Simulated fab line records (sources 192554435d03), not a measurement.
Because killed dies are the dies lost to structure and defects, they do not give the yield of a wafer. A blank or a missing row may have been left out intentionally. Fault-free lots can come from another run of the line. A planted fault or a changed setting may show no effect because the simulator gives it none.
Matching of chambers    flow n5 finfet    N5_BEOL_M5_CMP_52 on cmp-03 has 4 sister chambers
The step polishes, stops on SiCOH lowk, t overpolish 6.9 s, target thk 62 nm. 8 wafers are shown with their chamber, then 12 later ones without.

## WAFERS WITH THEIR CHAMBER
wafer   chamber  motor current A (A)  time to endpoint s (s)
L085.1  1        5.1                  71
L086.6  1        5.6                  73
L088.1  2        6.2                  63
L088.5  3        5.7                  59
L088.6  0        8.2                  59
L089.3  0        7.7                  66
L089.4  2        5.8                  62
L089.6  3        5.6                  56

## WAFERS WITHOUT THEIR CHAMBER
wafer   motor current A (A)  time to endpoint s (s)
L090.2  5.9                  64
L090.4  7.9                  64
L090.5  7.8                  62
L093.1  7.5                  64
L093.3  5.4                  72
L093.4  6.1                  65
L094.2  5.7                  63
L094.3  7.6                  63
L094.5  5.8                  62
L097.1  5.9                  61
L097.4  6.0                  67
L097.5  5.8                  64

## WHICH CHAMBER EACH WENT THROUGH
wafer   from the rows above           in truth
L090.2  can't be placed: 2 or 3       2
L090.4  0                             0
L090.5  0                             0
L093.1  0                             0
L093.3  1                             1
L093.4  2                             2
L094.2  can't be placed: 2 or 3       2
L094.3  0                             0
L094.5  can't be placed: 2 or 3       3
L097.1  can't be placed: 2 or 3       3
L097.4  can't be placed: 2 or 1 or 3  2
L097.5  can't be placed: 2 or 3       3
Correctly placed: 6 of 12. Cannot be placed on the basis of these rows: 6; the candidates contain the true chamber in 6. Placed wrongly: 0.
How it was worked out, from the rows above alone: a wafer's distance from a chamber is the root of the sum, over the readings, of the square of ((its reading less the chamber's mean) divided by the reading's scatter). The wafer belongs to the nearest chamber; if the next one is less than 2 further off, it can't be placed. A chamber's mean is the mean of its shown wafers. The scatter: take each reading less its chamber's mean, square it, sum over the shown wafers, divide by the number of wafers less the number of chambers, and take the root.
